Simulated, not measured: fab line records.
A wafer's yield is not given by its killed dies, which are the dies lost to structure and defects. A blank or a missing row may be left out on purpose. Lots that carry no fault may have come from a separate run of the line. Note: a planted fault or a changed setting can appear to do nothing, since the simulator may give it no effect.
Comparing a struck lot with a sound one :: flow nand harc :: 14 steps out of a route of 1159
Sound: the wafers L442.2, L442.3, L442.6. Wafers struck: L450.1, L450.2, L450.5. The cause comes at the end.
Per side, at each step with rows, come the tool, then ch with its chambers, and then its first start. Under that, the readings that differ: sound wafers :: struck wafers :: difference of the means :: sigmas: that difference in standard deviations of wafers without a fault.
alike: words and numbers the same on both sides, and readings whose means are apart by under 2 such deviations; not compared: readings that were withheld, readings missing a value for some wafer, numbers with overlapping values and no deviation given by the record, and bounds like >300 which may hide the same value.
A row with sigmas, a row that says differs or no value, or rows on one side alone: a step with any of these is where the two part. When numbers do not overlap yet have no deviation, they are printed without sigmas and do not part them. A reading missing from all wafers of one side parts the sides only when that side holds two or more wafers.

NHARC_P_GATE_ETCHBACK_37: etches the open film in CHF3/O2, target depth 34.5 nm, time 17.2 s.
  sound: rie diel-05 ch 1,2,3; struck: rie diel-11 ch 1,3
reading: rf vpp V (V)
sound: 374.7 375.7 373.8
struck: 372.7 367.7 370.8
difference: -4.3
sigmas: -2

reading: showerhead plenum p Torr (Torr)
sound: 2.55 2.55 2.49
struck: 2.50 2.27 2.27
difference: -0.18
sigmas: -2
  alike: chamber pressure mTorr, drypump motor current A, oes product au, throttle valve pct
  not compared: rf hours counter h
NHARC_P_GATE_STRIP_101: strips in O2, time 20 s.
  sound on rie diel-05 ch 1,2,3, day 6 04:39; struck on rie diel-11 ch 0,2, day 8 09:25
  alike: chamber pressure mTorr, drypump motor current A, oes product au, rf vpp V, showerhead plenum p Torr, throttle valve pct
  not compared: rf hours counter h
then, 10 steps without rows for these wafers: NHARC_P_GATE_PRECLEAN_97 (cleans in SPM, time 600 s); NHARC_P_GATE_SRD_98; NHARC_P_GATE_PRECLEAN_99 (cleans in SC1); NHARC_P_GATE_SRD_100; NHARC_P_GATE_DEHYDRATE_38 (time 120 s); NHARC_P_GATE_HMDS_39 (time 30 s); NHARC_P_GATE_COAT_40; NHARC_P_GATE_SOFTBAKE_41 (time 95 s); NHARC_P_GATE_EBR_42; NHARC_P_GATE_EXPOSE_43 (exposes mask P NSD, target cd 720 nm).
NHARC_P_GATE_PEB_44: peb time 85 s.
  struck on litho track-05, day 8 10:07; sound on litho track-02 ch 0, day 6 05:22
  no value came back on the struck wafers for chill plate temp C (C), exhaust pa (Pa); on the sound wafers chill plate temp C (C) reads 23.06 23.18 23.08
then, 1 step without rows for these wafers: NHARC_P_GATE_DEVELOP_45 (time 70 s).

== WHERE THEY PART ==
Last at NHARC_P_GATE_PEB_44 as far as this record goes, first at NHARC_P_GATE_ETCHBACK_37.

WHY: whatever the simulator had introduced
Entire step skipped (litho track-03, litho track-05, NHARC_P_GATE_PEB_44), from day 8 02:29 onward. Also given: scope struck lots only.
